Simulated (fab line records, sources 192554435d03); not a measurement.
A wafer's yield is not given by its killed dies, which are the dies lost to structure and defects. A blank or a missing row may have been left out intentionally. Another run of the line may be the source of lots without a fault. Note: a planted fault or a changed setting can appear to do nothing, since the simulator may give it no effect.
Split-lot experiment || flow n5 finfet || route with 1938 steps; 7 lots, 21 wafers read

ABOUT THE SPLIT
At N5_BEOL_M11_ETCH_62 (etches SOC in N2/H2, target depth 110 nm, overetch 22 nm, time 165 s), the setting time s was moved away from the recipe's 165 s on 8 of the 21 wafers read, by -11.9% to +16.7%. This setting was run at the recipe's value on the other wafers.

The reading is taken at the split's own step.

THE READING
SiARC_of_BEOL_M11_COAT_60.thk nm (the simulator's own value, which no gauge read), in nm, at N5_BEOL_M11_ETCH_62 (etches SOC in N2/H2, target depth 110 nm, overetch 22 nm, time 165 s). No usual value for it is given in the file. Here, 13 wafers ran the recipe; their average is 23.5 nm with a standard deviation of 0.14 nm.

{"wafer": "L079.3", "tool, chamber at the split": "rie diel-02, 3,3,2", "time s as run, s": 165, "against the recipe": "recipe", "SiARC_of_BEOL_M11_COAT_60.thk nm, nm": 23.6, "against lot-mates on the recipe": "-"}
{"wafer": "L079.5", "tool, chamber at the split": "rie diel-02, 3,3,2", "time s as run, s": 165, "against the recipe": "recipe", "SiARC_of_BEOL_M11_COAT_60.thk nm, nm": 23.6, "against lot-mates on the recipe": "-"}
{"wafer": "L079.6", "tool, chamber at the split": "rie diel-02, 3,3,2", "time s as run, s": 165, "against the recipe": "recipe", "SiARC_of_BEOL_M11_COAT_60.thk nm, nm": 23.6, "against lot-mates on the recipe": "-"}
{"wafer": "L086.2", "tool, chamber at the split": "rie diel-06, 2", "time s as run, s": 153.9, "against the recipe": "-6.7%", "SiARC_of_BEOL_M11_COAT_60.thk nm, nm": 23.8, "against lot-mates on the recipe": "+0.4"}
{"wafer": "L086.3", "tool, chamber at the split": "rie diel-06, 3", "time s as run, s": 165, "against the recipe": "recipe", "SiARC_of_BEOL_M11_COAT_60.thk nm, nm": 23.4, "against lot-mates on the recipe": "-"}
{"wafer": "L086.6", "tool, chamber at the split": "rie diel-06, 0", "time s as run, s": 153.9, "against the recipe": "-6.7%", "SiARC_of_BEOL_M11_COAT_60.thk nm, nm": 23.6, "against lot-mates on the recipe": "+0.2"}
{"wafer": "L088.2", "tool, chamber at the split": "rie diel-01, 1", "time s as run, s": 165, "against the recipe": "recipe", "SiARC_of_BEOL_M11_COAT_60.thk nm, nm": 23.4, "against lot-mates on the recipe": "-"}
{"wafer": "L088.6", "tool, chamber at the split": "rie diel-01, 1", "time s as run, s": 165, "against the recipe": "recipe", "SiARC_of_BEOL_M11_COAT_60.thk nm, nm": 23.4, "against lot-mates on the recipe": "-"}
{"wafer": "L088.4", "tool, chamber at the split": "rie diel-01, 2", "time s as run, s": 165, "against the recipe": "recipe", "SiARC_of_BEOL_M11_COAT_60.thk nm, nm": 23.8, "against lot-mates on the recipe": "-"}
{"wafer": "L091.1", "tool, chamber at the split": "rie diel-02, 1", "time s as run, s": 165, "against the recipe": "recipe", "SiARC_of_BEOL_M11_COAT_60.thk nm, nm": 23.4, "against lot-mates on the recipe": "-"}
{"wafer": "L091.4", "tool, chamber at the split": "rie diel-02, 0", "time s as run, s": 165, "against the recipe": "recipe", "SiARC_of_BEOL_M11_COAT_60.thk nm, nm": 23.6, "against lot-mates on the recipe": "-"}
{"wafer": "L091.6", "tool, chamber at the split": "rie diel-02, 0", "time s as run, s": 192.6, "against the recipe": "+16.7%", "SiARC_of_BEOL_M11_COAT_60.thk nm, nm": 22.2, "against lot-mates on the recipe": -1.3}
{"wafer": "L092.1", "tool, chamber at the split": "rie diel-06, 0", "time s as run, s": 165, "against the recipe": "recipe", "SiARC_of_BEOL_M11_COAT_60.thk nm, nm": 23.8, "against lot-mates on the recipe": "-"}
{"wafer": "L092.3", "tool, chamber at the split": "rie diel-06, 2", "time s as run, s": 145.3, "against the recipe": "-11.9%", "SiARC_of_BEOL_M11_COAT_60.thk nm, nm": 24.4, "against lot-mates on the recipe": "+0.7"}
{"wafer": "L092.6", "tool, chamber at the split": "rie diel-06, 2", "time s as run, s": 165, "against the recipe": "recipe", "SiARC_of_BEOL_M11_COAT_60.thk nm, nm": 23.6, "against lot-mates on the recipe": "-"}
{"wafer": "L095.2", "tool, chamber at the split": "rie diel-06, 0", "time s as run, s": 178.4, "against the recipe": "+8.1%", "SiARC_of_BEOL_M11_COAT_60.thk nm, nm": 22.8, "against lot-mates on the recipe": -0.6}
{"wafer": "L095.4", "tool, chamber at the split": "rie diel-06, 1", "time s as run, s": 178.4, "against the recipe": "+8.1%", "SiARC_of_BEOL_M11_COAT_60.thk nm, nm": 23.2, "against lot-mates on the recipe": -0.2}
{"wafer": "L095.5", "tool, chamber at the split": "rie diel-06, 0", "time s as run, s": 165, "against the recipe": "recipe", "SiARC_of_BEOL_M11_COAT_60.thk nm, nm": 23.4, "against lot-mates on the recipe": "-"}
{"wafer": "L097.3", "tool, chamber at the split": "rie diel-02, 2", "time s as run, s": 165, "against the recipe": "recipe", "SiARC_of_BEOL_M11_COAT_60.thk nm, nm": 23.4, "against lot-mates on the recipe": "-"}
{"wafer": "L097.4", "tool, chamber at the split": "rie diel-02, 1", "time s as run, s": 148.8, "against the recipe": "-9.8%", "SiARC_of_BEOL_M11_COAT_60.thk nm, nm": 24, "against lot-mates on the recipe": "+0.6"}
{"wafer": "L097.5", "tool, chamber at the split": "rie diel-02, 2", "time s as run, s": 148.8, "against the recipe": "-9.8%", "SiARC_of_BEOL_M11_COAT_60.thk nm, nm": 24.2, "against lot-mates on the recipe": "+0.8"}
Rows listing several chambers each stand for several wafers; the file does not say which wafer went through which chamber.

THE FIT
A straight line over all 21 wafers: SiARC_of_BEOL_M11_COAT_60.thk nm changes by -0.0658 nm for each +1% of time s; r = -0.93; the points scatter about the line by 0.18 nm.
The same after taking each lot's own level away (the mean of its wafers on the recipe; 21 wafers): -0.0651 nm for each +1%; r = -0.95; scatter 0.14 nm.
That fit puts the effect of the largest move of time s on the reading at 1.1 nm.
Measured against the standard deviation above, the lots' own levels, which go from 23.40 to 23.70 nm, span 2.1 times it.
Consequently the slope shifts little with the lot-to-lot level, the two slopes agreeing.
Check: for one of the wafers moved furthest among these (+16.7%), held out of the fit, the line's prediction against its lot-mates is -0.957 nm. Against them it came out at -1.3 nm.

OTHER SPLITS APPLIED TO THESE WAFERS
Note: prior to the reading, these wafers also went through further splits. Each is held against what the fit with the lots' levels taken away leaves over:
{"other split on the same wafers": "N5_BEOL_M10_TRENCH_ETCH_37 time s", "wafers away from the commonest value": 5, "r with SiARC_of_BEOL_M11_COAT_60.thk nm (lot level and that fit taken away)": -0.20}
{"other split on the same wafers": "N5_BEOL_M10_ALD_74 ald cycles", "wafers away from the commonest value": 8, "r with SiARC_of_BEOL_M11_COAT_60.thk nm (lot level and that fit taken away)": -0.20}

THE WHOLE CHAIN: every reading that the file lists as answering this split, in the file's order
{"step": "N5_BEOL_M11_ETCH_62", "what it does": "etches SOC in N2/H2, target depth 110 nm, overetch 22 nm, time 165 s", "reading": "SiARC_of_BEOL_M11_COAT_60.thk nm (the simulator's own value, which no gauge read)", "change (the file's fit)": "-0.0671 nm for each +1% of the setting", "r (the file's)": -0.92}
{"step": "N5_BEOL_M11_HM_OPEN_17", "what it does": "chemistry Cl2/BCl3, target TiN, target depth 20 nm, overetch 6 nm", "reading": "etch.depth nm (the simulator's own value, which no gauge read)", "change (the file's fit)": "not straight: 19.69 at the lowest setting, 20.06 at the recipe, 17.31 at the highest", "r (the file's)": "not given"}

FILE'S OWN FIT
SiARC_of_BEOL_M11_COAT_60.thk nm changes by -0.0671 nm for each +1% of time s, r = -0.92.
